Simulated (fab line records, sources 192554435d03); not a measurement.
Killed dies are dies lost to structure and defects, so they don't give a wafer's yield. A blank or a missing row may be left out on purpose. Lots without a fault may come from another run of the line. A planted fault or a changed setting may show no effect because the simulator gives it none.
A struck lot beside a sound one | flow n5_finfet | 36 steps out of a route of 1938
Sound: wafers L121.2, L121.5, L121.6. Struck: wafer L113.3. (L113.5 of the same lot was not struck and is left out.) The cause comes at the end.
At each step with rows: each side's tool, then ch and its chambers, then its first start. Under that, the readings that differ: sound wafers | struck wafers | difference of the means | sigmas: that difference in standard deviations of wafers without a fault.
alike: readings whose means differ by less than 2 such deviations, and words and numbers that are the same on both sides. not compared: withheld readings, readings that some wafer has no value for, bounds like >300 that may hide the same value, and numbers for which the record gives no deviation and whose values overlap.
The two part at a step that has a row with sigmas, a row that says differs or no value, or rows on one side only. Numbers that don't overlap but have no deviation are shown without sigmas and don't part them. A reading that every wafer of one side lacks parts them only if that side has two wafers or more.

first, 9 steps without rows for these wafers: N5_STI_FIN_REVEAL_STRIP_35 (strips Si3N4 in H3PO4, target depth 4 nm, time 39 s); N5_STI_FIN_REVEAL_SRD_21 (time 30 s); N5_STI_FIN_REVEAL_OXIDATION_33 (chemistry O2 PLASMA REMOTE, time 20 s); N5_STI_FIN_REVEAL_CLEAN_19 (cleans in O3/DIW, time 120 s); N5_STI_FIN_REVEAL_SRD_23 (time 30 s); N5_STI_FIN_REVEAL_PRECLEAN_18 (cleans in SC2, time 45 s); N5_STI_FIN_REVEAL_SRD_28 (time 30 s); N5_DUMMY_GATE_PRECLEAN_00 (cleans in O3/DIW, time 60 s); N5_DUMMY_GATE_SRD_01 (time 30 s).
N5_DUMMY_GATE_ALD_02: deposits SiO2, target thk 2 nm, pulse time 1 s.
  sound on ald_sin-03 ch 0,2,3, day 5 20:20; struck on ald_sin-02 ch 0, day 3 18:41
  reading                                     | sound | struck | difference | sigmas
  model.SiO2_of_DUMMY_GATE_ALD_02.thk_nm (nm) | 2 2 2 | 1.4    | -0.6       |
  alike: chamber_pressure_Torr, heater_power_w, precursor_pulse_height_rel
then, 24 steps without rows for these wafers: N5_DUMMY_GATE_CVD_03 (deposits a-Si from SiH4, target thk 150 nm, time 8042 s); N5_DUMMY_GATE_PRECLEAN_46 (cleans in DIW, time 89.5 s); N5_DUMMY_GATE_SRD_47 (dry time 32 s); N5_DUMMY_GATE_CMP_04 (polishes a-Si); N5_DUMMY_GATE_HM_DEP_06 (deposits SiNx from DCS/NH3, target thk 80 nm, time 5141 s); N5_DUMMY_GATE_PECVD_30 (deposits SiO2 from TEOS/O2, target thk 55 nm, time 10.8 s); N5_DUMMY_GATE_COAT_34 (time 60 s, resist thk 60 nm); N5_DUMMY_GATE_COAT_35 (time 60 s, resist thk 10 nm); N5_DUMMY_GATE_COAT_28 (time 60 s, resist thk 10 nm); N5_DUMMY_GATE_COAT_09 (resist thk 30 nm); N5_DUMMY_GATE_EBR_11; N5_DUMMY_GATE_SOFTBAKE_10 (time 60 s); N5_DUMMY_GATE_EXPOSE_12 (exposes mask GATE, target cd 25 nm); N5_DUMMY_GATE_PEB_13 (peb time 60 s); N5_DUMMY_GATE_DEVELOP_14 (develop time 30 s); N5_DUMMY_GATE_DESCUM_20 (chemistry O2, time 6.2 s); N5_DUMMY_GATE_ETCH_29 (etches underlayer in N2/H2, target depth 13 nm); N5_DUMMY_GATE_ETCH_36 (etches SiARC in CF4, target depth 13 nm); N5_DUMMY_GATE_ETCH_37 (etches SOC in N2/H2, target depth 60 nm, overetch 30 nm); N5_DUMMY_GATE_STRIP_38 (strips in N2/H2); N5_DUMMY_GATE_STRIP_39 (strips in N2/H2); N5_DUMMY_GATE_TRIM_49 (chemistry O2, time 29 s, target cd 14 nm); N5_DUMMY_GATE_STRIP_40 (strips in CF4); N5_DUMMY_GATE_ETCH_31 (etches SiO2 in C4F6/O2, target depth 82.5 nm, time 27.5 s).
N5_DUMMY_GATE_ETCH_44: etches poly-Si in HBr/O2, stops on SiO2, target depth 127.5 nm.
  sound on rie_si-05 ch 0,1, day 6 12:31; struck on rie_si-01 ch 0, day 4 06:07
  reading                                     | sound | struck | difference | sigmas
  model.SiO2_of_DUMMY_GATE_ALD_02.thk_nm (nm) | 2 2 2 | 1.4    | -0.6       |
  alike: drypump_motor_current_A, oes_product_au, throttle_valve_pct
  not compared: rf_hours_counter_h
-- the record jumps here: 5 days lie between the struck wafers' starts before and after (it left off in module DUMMY_GATE and takes up again in module BEOL_M4, whose first step shown is number 1111 of the route) --
N5_BEOL_M4_RC_MEAS_101:
  sound on prober-02 ch 0, day 11 16:33; struck on prober-01 ch 0, day 9 08:49
  alike: DIBL_N, DIBL_P, IOFF_N, IOFF_P, ION_N, ION_P, SS_N, SS_P, VT_N, VT_P

WHERE THEY PART
Nowhere in this record.

WHY: what the simulator had put in
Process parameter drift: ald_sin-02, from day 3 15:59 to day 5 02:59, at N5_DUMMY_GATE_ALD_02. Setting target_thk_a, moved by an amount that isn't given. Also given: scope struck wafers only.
